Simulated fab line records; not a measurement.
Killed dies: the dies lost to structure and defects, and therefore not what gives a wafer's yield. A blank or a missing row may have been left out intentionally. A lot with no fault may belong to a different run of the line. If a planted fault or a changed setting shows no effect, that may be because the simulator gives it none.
fab line records	flow n5_finfet	part 1 of 2: steps 1 to 3 of 6
record lots=20	wafers=60	last_day=17
route steps=1938 shown SDB@360 HKMG_FIN@405 GATE_CUT@468
lots with no fault: from the same line, run without faults
start_h: start of the lot's first displayed wafer, in hours after the record's first day	wait_h: hours from the lot's prior step to this one	" the same as in the row above	L1.1+2: a row that stands for several wafers	- no value, or no start given	* or withheld: withheld	< > ~ a bound
route shown NAME@n: NAME is a module with steps in the file, n the number in the route of the first one	usual: mean/standard deviation of fault-free wafers	same: alike in all rows	chamber/n: place in a boat	sites: per-site readings	_std_site: their standard deviation	_edge_site: inner sites' mean taken away from outer sites' mean	radius_mm: how far each site lies from the wafer's centre	mask NAME#n: copy n	behind: the tool/chamber that last shaped the wafer	hold: the reason the lot was held/the length of the hold in hours/how it ended	device: whichever transistor did not switch (one of n, p or np)	end of line: tests of these same wafers at the route's end	a step without rows: its recipe alone	killed: count of dies lost to structure and defects at first sort (not the wafer's yield)	map: a wafer's dies, x killed, . not, _ none there
set.NAME: the setting the step ran with; set.NAME@STEP: the setting that earlier step ran with	model.NAME: the simulator's own value behind a step, which no gauge read
a sample of lots followed through the steps of the route, with each step as a table and each wafer as a row
services: the hour from which a tool's chamber was out of use, counted from the record's first day as start_h (under 0 if before that day), plus the number of hours and why
## steps
# step N5_SDB_ETCH_17
# recipe chemistry=CF4	target=SiARC	target_depth_a=234	mask_material=CAR-ArF	time_s=39	ion_energy_ev=80	pressure_mtorr=40	source_w=545	bias_w=36	Ar_flow_sccm=100	cf4_flow_sccm=100	ends=cleared
# usual chamber_pressure_mTorr=40.00/0.037	drypump_motor_current_A=5.7/0.49	etch_rf_on_time_s=38.6/0.92	oes_product_au=0.70/0.085	rf_fwd_power_W=535/3.1	rf_vpp_V=184.0/1.2	showerhead_plenum_p_Torr=2.13/0.064	throttle_valve_pct=15.57/0.26
lot.wafer	tool	chamber	start_h	wait_h	chamber_pressure_mTorr	drypump_motor_current_A	etch_rf_on_time_s	oes_product_au	rf_fwd_power_W	rf_hours_counter_h	rf_vpp_V	showerhead_plenum_p_Torr	throttle_valve_pct
L074.2	rie_diel-01	3	65.59	0.0	39.99	5.2	38.6	0.81	538	7	183.2	2.10	15.47
L074.4	"	0	"	"	40.02	5.1	38.1	0.77	532	-	185.4	2.11	15.26
L074.5	"	2	"	"	39.92	5.8	38.9	0.63	529	-	182.5	2.13	15.96
L075.1	rie_diel-03	3	73.37	0.0	40.05	5.6	39.0	0.74	533	60	185.8	2.26	15.53
L075.3	"	0	"	"	40.02	5.5	39.2	0.60	540	214	183.3	2.04	15.48
L075.6	"	3	"	"	40.05	5.6	38.9	0.74	533	-	185.8	2.26	15.53
L076.1	rie_diel-03	0	79.30	0.0	40.04	5.5	39.1	0.59	538	216	182.7	2.03	15.50
L076.2	"	3	"	"	40.03	5.6	38.6	0.74	534	63	185.1	2.26	15.52
L076.3	"	1	"	"	39.98	6.7	38.5	0.59	536	254	183.7	2.11	15.91
L077.2	rie_diel-01	3	86.38	0.0	39.97	5.2	38.2	0.78	536	16	183.5	2.09	15.48
L077.3	"	2	"	"	40.02	5.8	38.5	0.62	530	190	185.9	2.12	15.96
L077.6	"	0	"	"	39.97	5.1	37.3	0.76	533	-	183.5	2.11	15.27
L078.2	rie_diel-01	3	92.09	0.0	39.98	5.2	38.8	0.77	540	18	182.9	2.09	15.46
L078.3	"	2	"	"	40.00	5.8	39.0	0.62	534	192	183.7	2.12	15.97
L078.5	"	1	"	"	39.99	5.6	37.0	0.84	534	-	185.2	2.18	15.13
L079.1	rie_diel-03	3	97.55	0.0	40.06	5.6	38.2	0.74	534	70	185.6	2.26	15.53
L079.4	"	2	"	"	40.03	5.9	38.1	0.81	533	-	183.1	2.10	15.42
L079.6	"	3	"	"	39.99	5.6	38.5	0.73	537	-	184.9	2.26	15.54
L080.2	rie_diel-05	0	101.00	0.0	40.06	5.6	39.8	0.72	532	43	185.5	2.25	15.11
L080.3	"	3	"	"	40.01	5.6	37.9	0.64	533	164	184.4	2.15	15.68
L080.6	"	1	"	"	40.00	5.5	38.6	0.65	538	-	183.7	2.15	16.09
L081.2	rie_diel-01	0	108.69	0.0	40.04	5.1	37.7	0.74	532	42	182.3	2.10	15.29
L081.3	"	2	"	"	39.97	5.8	39.3	0.61	534	199	184.5	2.12	15.99
L081.4	"	0	"	"	40.02	5.1	37.8	0.75	534	-	184.0	2.10	15.27
L082.1	rie_diel-03	3	114.61	0.0	40.04	5.6	38.6	0.73	534	77	185.2	2.25	15.57
L082.2	"	2	"	"	40.04	5.9	38.2	0.78	533	14	183.8	2.10	15.44
L082.4	"	1	"	"	39.97	6.7	37.8	0.84	536	6	183.3	2.11	15.43
L083.1	rie_diel-03	2	120.92	0.0	40.00	5.9	38.8	0.77	532	16	183.4	2.10	15.43
L083.3	"	0	"	"	39.96	5.5	40.2	0.58	537	233	183.0	2.03	15.54
L083.6	"	1	"	"	40.03	6.8	38.4	0.82	535	-	183.9	2.10	15.42
L084.1	rie_diel-01	1	129.65	0.0	39.99	5.6	36.5	0.82	535	13	184.2	2.18	15.14
L084.5	"	2	"	"	40.01	5.8	39.3	0.61	532	-	183.0	2.12	16.01
L084.6	"	3	"	"	39.96	5.2	38.6	0.75	539	-	183.7	2.09	15.51
L085.4	rie_diel-01	3	132.68	0.0	39.99	5.2	38.2	0.76	539	35	183.7	2.09	15.52
L085.5	"	1	"	"	39.95	5.6	36.6	0.82	537	-	185.6	2.18	15.15
L085.6	"	0	"	"	39.95	5.1	38.1	0.73	530	-	183.4	2.10	15.31
L088.1	rie_diel-05	3	149.56	0.0	40.01	5.6	39.2	0.63	532	182	184.4	2.14	15.72
L088.2	"	1	"	"	40.02	5.5	39.8	0.64	540	187	184.0	2.14	16.12
L088.6	"	2	"	"	39.95	6.2	40.7	0.58	533	-	184.5	2.19	15.75
L089.1	rie_diel-03	0	156.42	0.0	40.03	5.5	39.6	0.58	540	240	182.9	2.03	15.54
L089.3	"	1	"	"	39.98	6.8	37.8	0.81	534	16	184.4	2.10	15.41
L089.5	"	0	"	"	40.02	5.5	39.3	0.58	541	-	184.0	2.03	15.56
L090.3	rie_diel-03	3	164.42	0.0	39.94	5.6	38.5	0.72	536	89	186.4	2.25	15.59
L090.4	"	0	"	"	40.05	5.5	39.3	0.58	541	242	182.7	2.03	15.54
L090.6	"	1	"	"	40.06	6.7	37.4	0.81	538	-	182.5	2.10	15.43
L091.1	rie_diel-03	1	170.83	0.0	39.98	6.7	38.0	0.80	537	21	183.8	2.10	15.44
L091.3	"	2	"	"	40.06	5.9	38.0	0.76	531	29	184.8	2.10	15.45
L091.5	"	1	"	"	39.97	6.8	37.9	0.79	535	-	184.4	2.10	15.43
L092.1	rie_diel-05	2	176.59	0.0	39.97	6.2	40.2	0.58	536	225	183.1	2.19	15.77
L092.2	"	3	"	"	40.02	5.6	38.3	0.63	535	191	182.8	2.14	15.75
L092.6	"	2	"	"	40.00	6.2	40.2	0.58	534	-	183.4	2.19	15.77
L095.2	rie_diel-01	2	193.63	0.0	39.99	5.7	38.8	0.59	533	233	184.7	2.11	16.06
L095.3	"	0	"	"	40.03	5.1	38.1	0.71	533	77	182.8	2.09	15.36
L095.5	"	2	"	"	40.03	5.8	39.2	0.60	536	-	183.0	2.11	16.06
L096.1	rie_diel-05	0	197.49	0.0	40.04	5.5	39.4	0.69	531	72	185.8	2.24	15.16
L096.2	"	1	"	"	40.05	5.5	39.4	0.62	539	203	182.8	2.14	16.16
L096.5	"	2	"	"	40.00	6.3	40.4	0.57	541	-	185.4	2.18	15.78
L097.2	rie_diel-03	1	205.42	0.0	39.99	6.7	38.5	0.77	538	37	182.9	2.10	15.44
L097.3	"	3	"	"	39.95	5.6	39.3	0.69	535	108	184.9	2.24	15.62
L097.6	"	1	"	"	40.04	6.8	38.0	0.78	535	-	182.0	2.10	15.46
# step N5_SDB_STRIP_21
# recipe chemistry=CF4	resist=SiARC	power_w=300	bias_power_w=75	pressure_mtorr=50	cf4_flow_sccm=150	rf_frequency_hz=6e+07
# usual chamber_pressure_mTorr=50.00/0.046	drypump_motor_current_A=5.7/0.49	oes_product_au=0.80/0.087	power_w=299.9/0.95	rf_fwd_power_W=292.8/1.1	rf_vpp_V=270.9/1.4	showerhead_plenum_p_Torr=1.79/0.053	throttle_valve_pct=13.54/0.27
lot.wafer	tool	chamber	start_h	wait_h	chamber_pressure_mTorr	drypump_motor_current_A	oes_product_au	power_w	rf_fwd_power_W	rf_hours_counter_h	rf_vpp_V	showerhead_plenum_p_Torr	throttle_valve_pct
L074.2	rie_diel-01	3	65.76	0.0	49.97	5.2	0.92	299.9	293.9	7	270.4	1.75	13.37
L074.4	"	0	"	"	50.00	5.0	0.87	298.8	293.1	-	269.6	1.77	13.23
L074.5	"	2	"	"	49.86	5.8	0.72	299.3	292.0	-	271.9	1.79	13.96
L075.1	rie_diel-03	3	73.54	0.0	49.94	5.6	0.85	300.4	292.8	60	273.1	1.89	13.47
L075.3	"	0	"	"	49.97	5.5	0.71	300.0	294.0	214	270.9	1.70	13.50
L075.6	"	3	"	"	49.90	5.6	0.86	299.8	292.9	-	272.0	1.89	13.48
L076.1	rie_diel-03	0	79.47	0.0	49.99	5.5	0.69	300.2	294.8	216	270.1	1.70	13.50
L076.2	"	3	"	"	50.05	5.6	0.86	299.4	291.9	63	273.0	1.89	13.48
L076.3	"	1	"	"	50.08	6.7	0.68	300.3	292.6	255	269.8	1.78	13.97
L077.2	rie_diel-01	3	86.56	0.0	49.97	5.2	0.89	299.8	293.7	16	268.3	1.75	13.38
L077.3	"	2	"	"	49.94	5.8	0.72	300.0	292.5	190	270.4	1.78	13.96
L077.6	"	0	"	"	49.91	5.1	0.86	299.8	292.1	-	270.0	1.77	13.22
L078.2	rie_diel-01	3	92.26	0.0	50.09	5.2	0.89	299.2	294.0	18	271.3	1.75	13.38
L078.3	"	2	"	"	49.99	5.8	0.72	300.5	291.5	192	270.2	1.78	13.98
L078.5	"	1	"	"	50.01	5.6	0.94	300.3	292.8	-	272.2	1.83	13.10
L079.1	rie_diel-03	3	97.72	0.0	50.00	5.6	0.84	301.9	293.0	70	273.4	1.89	13.51
L079.4	"	2	"	"	49.93	5.9	0.92	301.1	293.3	-	270.6	1.77	13.37
L079.6	"	3	"	"	49.93	5.6	0.85	299.3	292.4	-	273.9	1.89	13.51
L080.2	rie_diel-05	0	101.17	0.0	49.99	5.5	0.84	299.0	291.7	43	273.4	1.88	13.08
L080.3	"	3	"	"	49.97	5.6	0.74	297.9	292.5	164	271.8	1.79	13.63
L080.6	"	1	"	"	49.97	5.5	0.75	299.7	292.7	-	271.6	1.80	14.05
L081.2	rie_diel-01	0	108.87	0.0	50.03	5.1	0.85	300.3	291.7	42	271.1	1.77	13.25
L081.3	"	2	"	"	50.05	5.8	0.72	299.3	293.1	199	271.0	1.78	13.99
L081.4	"	0	"	"	49.98	5.1	0.84	300.2	292.4	-	270.8	1.77	13.28
L082.1	rie_diel-03	3	114.78	0.0	49.98	5.6	0.84	301.3	292.1	77	271.8	1.89	13.52
L082.2	"	2	"	"	49.98	5.9	0.90	299.1	294.4	14	270.6	1.76	13.38
L082.4	"	1	"	"	50.11	6.7	0.96	300.0	291.9	6	269.6	1.78	13.41
L083.1	rie_diel-03	2	121.09	0.0	50.01	6.0	0.90	296.8	292.5	17	271.0	1.76	13.37
L083.3	"	0	"	"	49.98	5.5	0.68	300.0	294.0	233	268.9	1.70	13.53
L083.6	"	1	"	"	49.94	6.8	0.95	299.2	292.7	-	270.4	1.78	13.42
L084.1	rie_diel-01	1	129.82	0.0	50.00	5.5	0.91	298.1	293.6	13	271.9	1.83	13.12
L084.5	"	2	"	"	50.07	5.8	0.70	299.4	293.1	-	269.7	1.78	14.01
L084.6	"	3	"	"	49.96	5.2	0.86	300.0	293.6	-	270.7	1.74	13.42
L085.4	rie_diel-01	3	132.85	0.0	49.95	5.2	0.86	298.9	294.2	35	271.1	1.74	13.44
L085.5	"	1	"	"	50.04	5.6	0.91	302.1	292.2	-	273.8	1.83	13.12
L085.6	"	0	"	"	50.07	5.1	0.83	299.5	292.0	-	270.7	1.76	13.28
L088.1	rie_diel-05	3	149.73	0.0	49.99	5.5	0.72	300.3	291.5	182	271.5	1.78	13.67
L088.2	"	1	"	"	50.00	5.5	0.73	300.7	292.5	187	270.5	1.80	14.09
L088.6	"	2	"	"	50.04	6.1	0.69	301.7	292.8	-	271.7	1.83	13.73
L089.1	rie_diel-03	0	156.59	0.0	49.95	5.5	0.68	299.0	294.0	240	269.9	1.70	13.56
L089.3	"	1	"	"	50.02	6.7	0.93	298.6	292.4	16	270.8	1.78	13.43
L089.5	"	0	"	"	50.11	5.5	0.68	300.4	293.7	-	267.5	1.70	13.55
L090.3	rie_diel-03	3	164.59	0.0	50.03	5.6	0.82	299.8	292.0	89	272.3	1.89	13.55
L090.4	"	0	"	"	49.97	5.5	0.68	298.7	295.9	242	269.1	1.70	13.56
L090.6	"	1	"	"	49.98	6.7	0.92	299.8	292.0	-	270.2	1.78	13.42
L091.1	rie_diel-03	1	171.01	0.0	49.93	6.7	0.91	301.0	293.0	21	269.1	1.78	13.43
L091.3	"	2	"	"	49.98	5.9	0.87	299.5	292.8	29	269.9	1.76	13.41
L091.5	"	1	"	"	49.97	6.7	0.90	301.5	292.1	-	270.7	1.78	13.44
L092.1	rie_diel-05	2	176.76	0.0	49.98	6.2	0.69	298.6	291.4	225	273.8	1.82	13.77
L092.2	"	3	"	"	49.95	5.6	0.72	298.6	291.8	191	270.2	1.78	13.70
L092.6	"	2	"	"	49.99	6.2	0.68	299.6	291.7	-	272.7	1.82	13.76
L095.2	rie_diel-01	2	193.80	0.0	50.04	5.8	0.69	299.4	292.4	233	270.0	1.77	14.07
L095.3	"	0	"	"	50.02	5.0	0.80	300.9	293.2	77	270.5	1.76	13.33
L095.5	"	2	"	"	50.12	5.8	0.69	300.0	292.5	-	270.5	1.77	14.05
L096.1	rie_diel-05	0	197.66	0.0	50.02	5.6	0.81	299.3	291.2	72	272.3	1.87	13.18
L096.2	"	1	"	"	49.98	5.5	0.73	299.7	292.1	204	270.3	1.79	14.10
L096.5	"	2	"	"	50.04	6.2	0.69	299.0	291.8	-	271.3	1.82	13.78
L097.2	rie_diel-03	1	205.60	0.0	49.99	6.7	0.88	300.7	292.7	37	271.1	1.77	13.47
L097.3	"	3	"	"	49.91	5.6	0.80	301.2	293.5	108	273.3	1.88	13.59
L097.6	"	1	"	"	49.97	6.7	0.88	299.3	293.6	-	270.6	1.77	13.47
# step N5_HKMG_FIN_STRIP_57
# recipe chemistry=CF4	resist=SiARC	power_w=300	bias_power_w=75	pressure_mtorr=50	cf4_flow_sccm=150	rf_frequency_hz=6e+07
# usual chamber_pressure_mTorr=50.00/0.046	drypump_motor_current_A=5.7/0.4	oes_product_au=0.80/0.08	power_w=300.1/0.93	rf_fwd_power_W=293.7/1.5	rf_vpp_V=271.3/1.5	showerhead_plenum_p_Torr=1.80/0.052	throttle_valve_pct=13.56/0.29
lot.wafer	tool	chamber	start_h	wait_h	chamber_pressure_mTorr	drypump_motor_current_A	oes_product_au	power_w	rf_fwd_power_W	rf_hours_counter_h	rf_vpp_V	showerhead_plenum_p_Torr	throttle_valve_pct
L074.2	rie_diel-03	0	71.40	0.0	50.04	5.5	0.69	298.6	297.0	213	268.2	1.70	13.52
L074.4	"	3	"	"	50.00	5.6	0.86	299.7	294.3	-	274.3	1.89	13.49
L074.5	"	1	"	"	50.01	6.7	0.69	300.1	294.1	-	271.8	1.78	13.95
L075.1	rie_diel-05	3	80.38	0.0	50.02	5.6	0.74	299.9	292.2	156	272.0	1.79	13.61
L075.3	"	3	"	"	50.06	5.6	0.74	301.4	293.1	-	271.1	1.79	13.60
L075.6	"	3	"	"	49.98	5.6	0.75	301.7	293.8	-	271.7	1.79	13.59
L076.1	rie_diel-01	1	85.83	0.0	50.01	5.6	0.94	299.7	295.1	4	271.6	1.83	13.10
L076.2	"	2	"	"	49.93	5.8	0.72	299.5	292.3	189	270.6	1.78	13.98
L076.3	"	0	"	"	50.07	5.1	0.85	299.7	291.4	32	270.1	1.77	13.23
L077.2	rie_diel-03	2	92.25	0.0	50.00	5.9	0.93	298.8	292.3	5	271.0	1.77	13.35
L077.3	"	0	"	"	50.00	5.5	0.69	298.7	-	221	270.1	1.70	13.52
L077.6	"	0	"	"	50.06	5.5	0.69	299.1	-	-	268.5	1.70	13.53
L078.2	rie_diel-03	0	98.33	0.0	50.01	5.5	0.69	300.2	-	224	268.7	1.70	13.53
L078.3	"	2	"	"	49.95	5.9	0.92	298.9	294.1	7	271.2	1.77	13.36
L078.5	"	3	"	"	50.02	5.6	0.84	300.4	293.7	-	273.0	1.89	13.51
L079.1	rie_diel-03	2	103.59	0.0	49.98	5.9	0.92	299.2	291.0	9	271.7	1.77	13.37
L079.4	"	0	"	"	50.03	5.5	0.69	299.4	-	226	268.6	1.70	13.53
L079.6	"	2	"	"	49.95	5.9	0.91	297.6	292.3	-	269.7	1.76	13.35
L080.2	rie_diel-03	3	106.97	0.0	50.07	5.6	0.84	301.6	294.3	74	273.9	1.89	13.52
L080.3	"	0	"	"	49.87	5.5	0.68	298.2	296.5	227	268.2	1.70	13.54
L080.6	"	1	"	"	50.02	6.8	0.96	301.8	294.2	-	271.7	1.78	13.39
L081.2	rie_diel-05	3	114.54	0.0	50.00	5.6	0.74	299.3	291.4	167	270.8	1.79	13.64
L081.3	"	0	"	"	50.04	5.5	0.84	300.7	293.3	46	273.2	1.88	13.11
L081.4	"	1	"	"	50.00	5.5	0.75	299.8	293.7	172	270.4	1.80	14.04
L082.1	rie_diel-01	3	120.58	0.0	50.00	5.2	0.86	300.0	295.8	30	270.4	1.74	13.42
L082.2	"	0	"	"	50.02	5.1	0.84	300.4	293.1	48	268.8	1.77	13.27
L082.4	"	2	"	"	49.93	5.8	0.71	301.4	291.6	204	269.7	1.78	13.99
L083.1	rie_diel-05	3	126.97	0.0	49.95	5.6	0.73	298.4	293.0	171	272.4	1.79	13.65
L083.3	"	2	"	"	50.07	6.2	0.71	299.6	-	204	272.3	1.83	13.72
L083.6	"	2	"	"	50.02	6.2	0.70	299.5	-	-	271.8	1.83	13.73
L084.1	rie_diel-05	3	136.42	0.0	49.98	5.6	0.74	299.2	-	176	271.5	1.79	13.66
L084.5	"	2	"	"	49.96	6.1	0.70	300.8	-	-	273.1	1.83	13.73
L084.6	"	3	"	"	50.01	5.6	0.74	299.6	-	-	270.7	1.79	13.66
L085.4	rie_diel-05	2	140.05	0.0	49.92	6.2	0.71	300.0	-	211	273.0	1.83	13.72
L085.5	"	0	"	"	49.98	5.5	0.83	300.2	293.6	-	273.4	1.88	13.14
L085.6	"	3	"	"	50.05	5.6	0.73	300.6	293.7	-	270.2	1.79	13.66
L088.1	rie_diel-03	2	155.38	0.0	49.98	5.9	0.88	300.8	292.7	24	272.7	1.76	13.40
L088.2	"	0	"	"	49.98	5.5	0.68	300.9	-	239	268.9	1.70	13.55
L088.6	"	3	"	"	49.92	5.6	0.82	301.4	293.3	-	273.4	1.89	13.54
L089.1	rie_diel-05	1	162.29	0.0	50.07	5.5	0.73	301.5	294.7	192	270.6	1.80	14.10
L089.3	"	3	"	"	49.96	5.6	0.73	299.9	294.0	187	271.5	1.78	13.67
L089.5	"	2	"	"	49.99	6.2	0.69	300.8	-	-	271.1	1.83	13.74
L090.3	rie_diel-01	1	170.26	0.0	49.94	5.5	0.88	301.9	293.6	31	272.0	1.82	13.16
L090.4	"	3	"	"	50.01	5.2	0.84	299.9	296.0	47	270.1	1.74	13.45
L090.6	"	3	"	"	50.10	5.2	0.83	301.3	296.8	-	271.4	1.74	13.45
L091.1	rie_diel-01	1	176.80	0.0	50.07	5.5	0.88	299.8	295.2	33	271.9	1.82	13.15
L091.3	"	3	"	"	49.95	5.2	0.84	298.7	296.0	49	270.8	1.74	13.46
L091.5	"	0	"	"	50.08	5.1	0.81	298.7	292.4	-	270.5	1.76	13.32
L092.1	rie_diel-03	1	182.92	0.0	50.01	6.8	0.89	300.9	293.8	27	271.1	1.78	13.47
L092.2	"	0	"	"	49.98	5.5	0.67	300.6	297.4	247	269.4	1.70	13.57
L092.6	"	3	"	"	49.94	5.7	0.82	300.8	291.6	-	272.3	1.88	13.58
L095.2	rie_diel-03	3	199.39	0.0	49.95	5.7	0.81	299.9	295.4	104	271.8	1.88	13.56
L095.3	"	1	"	"	49.99	6.7	0.89	300.5	293.5	33	270.4	1.77	13.46
L095.5	"	2	"	"	50.00	5.9	0.85	300.3	292.8	-	270.3	1.76	13.44
L096.1	rie_diel-05	2	203.21	0.0	49.92	6.2	0.69	300.9	-	233	271.9	1.82	13.79
L096.2	"	1	"	"	50.11	5.5	0.72	300.2	294.5	206	269.8	1.79	14.13
L096.5	"	1	"	"	50.14	5.5	0.72	299.0	296.4	-	270.9	1.79	14.14
L097.2	rie_diel-01	1	211.65	0.0	50.03	5.6	0.86	300.6	293.7	44	270.5	1.82	13.20
L097.3	"	0	"	"	49.94	5.1	0.79	300.4	293.1	83	270.0	1.76	13.34
L097.6	"	3	"	"	49.96	5.2	0.81	300.9	296.1	-	269.6	1.73	13.50
